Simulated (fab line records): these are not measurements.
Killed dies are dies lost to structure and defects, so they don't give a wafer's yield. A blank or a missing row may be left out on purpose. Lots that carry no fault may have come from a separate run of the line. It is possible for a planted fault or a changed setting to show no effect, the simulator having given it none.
Chamber matching | flow n5 finfet | 4 sister chambers for N5_BEOL_M12_DESCUM_15 on rie diel-02
The step chemistry O2, time 7.9 s. 4 wafers are shown with their chamber, then 7 later ones without.

== WAFERS, EACH WITH ITS CHAMBER ==
wafer  | chamber | drypump motor current A (A)
L084.2 | 3       | 5.3
L084.4 | 2       | 5.6
L095.2 | 1       | 5.9
L095.4 | 0       | 6.8

== WAFERS WITHOUT THEIR CHAMBER ==
wafer  | drypump motor current A (A)
L095.6 | 5.9
L096.3 | 5.3
L096.4 | 5.6
L096.5 | 6.8
L097.4 | 6.0
L097.5 | 6.8
L097.6 | 5.3

== EACH ONE'S CHAMBER ==
wafer  | from the rows above | in truth
L095.6 | 1                   | 1
L096.3 | 3                   | 3
L096.4 | 2                   | 2
L096.5 | 0                   | 0
L097.4 | 1                   | 1
L097.5 | 0                   | 0
L097.6 | 3                   | 3
7 of 7 placed correctly. Left unplaced by these rows: 0. Placed wrongly: 0.
How it was worked out, from the rows above alone: a wafer's distance from a chamber is the root of the sum, over the readings, of the square of ((its reading less the chamber's mean) divided by the reading's scatter). The wafer belongs to the nearest chamber; if the next one is less than 2 further off, it can't be placed. For every chamber, the mean is computed from those of its wafers that are shown. The scatter: root of mean squared gap, hidden wafer to nearest shown wafer, with one shown wafer a chamber.
